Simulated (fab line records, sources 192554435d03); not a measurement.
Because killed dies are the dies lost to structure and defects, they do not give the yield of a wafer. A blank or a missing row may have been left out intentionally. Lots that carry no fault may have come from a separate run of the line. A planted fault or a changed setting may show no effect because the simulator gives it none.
Split-lot study / flow n5 finfet / route with 1938 steps; 7 lots, 21 wafers read

## ON THE SPLIT
At N5_GATE_CUT_EXPOSE_10 (exposes mask GATE CUT, target cd 20 nm), the setting dose mj was moved away from the recipe's 43.25 on 8 of the 21 wafers read, by -5.4% to +4.6%. For the rest of the wafers, this setting stayed at what the recipe calls for.

## FROM THE SPLIT TO THE READING: what the file shows between them, 2 steps
- N5_GATE_CUT_PEB_11: peb time 60 s
- N5_GATE_CUT_DEVELOP_12: develop time 30 s

## THE READING
Shown in nm: cd nm at N5_GATE_CUT_CD_MEAS_13, with target cd 20 nm. A value of 19.94 nm with a standard deviation of 0.27 nm is what fault-free wafers of this fab line usually give.

wafer=L074.2; tool, chamber at the split=euv scanner-02, 0; dose mj as run=43.25; against the recipe=recipe; cd nm, nm=20.01; against lot-mates on the recipe=-
wafer=L074.4; tool, chamber at the split=euv scanner-02, 0; dose mj as run=43.25; against the recipe=recipe; cd nm, nm=20.22; against lot-mates on the recipe=-
wafer=L074.6; tool, chamber at the split=euv scanner-02, 0; dose mj as run=43.25; against the recipe=recipe; cd nm, nm=20.04; against lot-mates on the recipe=-
wafer=L075.1; tool, chamber at the split=euv scanner-02, 0; dose mj as run=43.25; against the recipe=recipe; cd nm, nm=20.39; against lot-mates on the recipe=-
wafer=L075.3; tool, chamber at the split=euv scanner-02, 0; dose mj as run=45.25; against the recipe=+4.6%; cd nm, nm=20.55; against lot-mates on the recipe=+0.16
wafer=L075.6; tool, chamber at the split=euv scanner-02, 0; dose mj as run=45.25; against the recipe=+4.6%; cd nm, nm=20.85; against lot-mates on the recipe=+0.46
wafer=L077.3; tool, chamber at the split=euv scanner-02, 0; dose mj as run=41.56; against the recipe=-3.9%; cd nm, nm=18.97; against lot-mates on the recipe=-0.95
wafer=L077.4; tool, chamber at the split=euv scanner-02, 0; dose mj as run=43.25; against the recipe=recipe; cd nm, nm=20.07; against lot-mates on the recipe=-
wafer=L077.6; tool, chamber at the split=euv scanner-02, 0; dose mj as run=43.25; against the recipe=recipe; cd nm, nm=19.76; against lot-mates on the recipe=-
wafer=L082.1; tool, chamber at the split=euv scanner-02, 0; dose mj as run=42.26; against the recipe=-2.3%; cd nm, nm=19.47; against lot-mates on the recipe=-0.77
wafer=L082.2; tool, chamber at the split=euv scanner-02, 0; dose mj as run=43.25; against the recipe=recipe; cd nm, nm=20.14; against lot-mates on the recipe=-
wafer=L082.3; tool, chamber at the split=euv scanner-02, 0; dose mj as run=43.25; against the recipe=recipe; cd nm, nm=20.34; against lot-mates on the recipe=-
wafer=L086.2; tool, chamber at the split=euv scanner-02, 0; dose mj as run=43.25; against the recipe=recipe; cd nm, nm=19.98; against lot-mates on the recipe=-
wafer=L086.5; tool, chamber at the split=euv scanner-02, 0; dose mj as run=45; against the recipe=+4.0%; cd nm, nm=21.22; against lot-mates on the recipe=+1.24
wafer=L086.6; tool, chamber at the split=euv scanner-02, 0; dose mj as run=45; against the recipe=+4.0%; cd nm, nm=20.71; against lot-mates on the recipe=+0.73
wafer=L090.1; tool, chamber at the split=euv scanner-01, 0; dose mj as run=43.25; against the recipe=recipe; cd nm, nm=20.13; against lot-mates on the recipe=-
wafer=L090.3; tool, chamber at the split=euv scanner-01, 0; dose mj as run=40.92; against the recipe=-5.4%; cd nm, nm=18.48; against lot-mates on the recipe=-1.65
wafer=L090.5; tool, chamber at the split=euv scanner-01, 0; dose mj as run=40.92; against the recipe=-5.4%; cd nm, nm=18.84; against lot-mates on the recipe=-1.29
wafer=L092.1; tool, chamber at the split=euv scanner-01, 0; dose mj as run=43.25; against the recipe=recipe; cd nm, nm=19.86; against lot-mates on the recipe=-
wafer=L092.4; tool, chamber at the split=euv scanner-01, 0; dose mj as run=43.25; against the recipe=recipe; cd nm, nm=19.74; against lot-mates on the recipe=-
wafer=L092.5; tool, chamber at the split=euv scanner-01, 0; dose mj as run=43.25; against the recipe=recipe; cd nm, nm=20.05; against lot-mates on the recipe=-

THE FIT
A straight line over all 21 wafers: cd nm changes by +0.22 nm for each +1% of dose mj; r = +0.94; the points scatter about the line by 0.23 nm.
The same after taking each lot's own level away (the mean of its wafers on the recipe; 21 wafers): +0.209 nm for each +1%; r = +0.91; scatter 0.27 nm.
The reading moves by 1.1 nm for the largest change in dose mj, on that fit.
The lots' own levels span 19.883 to 20.390 nm, that is 1.9 times the standard deviation above.
The two slopes are in agreement: the lot-to-lot level therefore moves the slope only a little.
Check: -1.1 nm against its lot-mates is what the line predicts for one of the wafers moved furthest among these (-5.4%) when that wafer is left out of the fit. Against them it came out at -1.65 nm.

## THE OTHER SPLITS THESE WAFERS WENT THROUGH
These wafers also went through other splits before the reading. Each is held against what the fit with the lots' levels taken away leaves over:
other split on the same wafers=N5_HKMG_FIN_ETCH_54 source w; wafers away from the commonest value=6; r with cd nm (lot level and that fit taken away)=+0.09
other split on the same wafers=N5_HKMG_FIN_ETCH_58 source w; wafers away from the commonest value=6; r with cd nm (lot level and that fit taken away)=-0.22
other split on the same wafers=N5_GATE_CUT_COAT_27 spin rpm; wafers away from the commonest value=7; r with cd nm (lot level and that fit taken away)=-0.43

## THE WHOLE CHAIN: every reading that the file lists as answering this split, in the file's order
step=N5_GATE_CUT_CD_MEAS_13; what it does=target cd 20 nm; reading=cd nm; change (the file's fit)=+0.215 nm for each +1% of the setting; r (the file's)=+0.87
step=N5_GATE_CUT_DESCUM_18; what it does=chemistry O2, time 7 s; reading=GATE_CUT.cd nm (the simulator's own value, which no gauge read); change (the file's fit)=+0.231 nm for each +1% of the setting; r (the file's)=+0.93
step=N5_GATE_CUT_ETCH_37; what it does=etches SOC in N2/H2, target depth 60 nm, overetch 12 nm, time 90 s; reading=GATE_CUT.cd nm (the simulator's own value, which no gauge read); change (the file's fit)=+0.203 nm for each +1% of the setting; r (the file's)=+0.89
step=N5_GATE_CUT_ETCH_19; what it does=etches SiNx in CH3F/O2, target depth 53.7 nm, time 76.7 s; reading=GATE_CUT.cd nm (the simulator's own value, which no gauge read); change (the file's fit)=+0.191 nm for each +1% of the setting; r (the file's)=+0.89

## THE FILE'S OWN FIT
cd nm changes by +0.215 nm for each +1% of dose mj, r = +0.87.
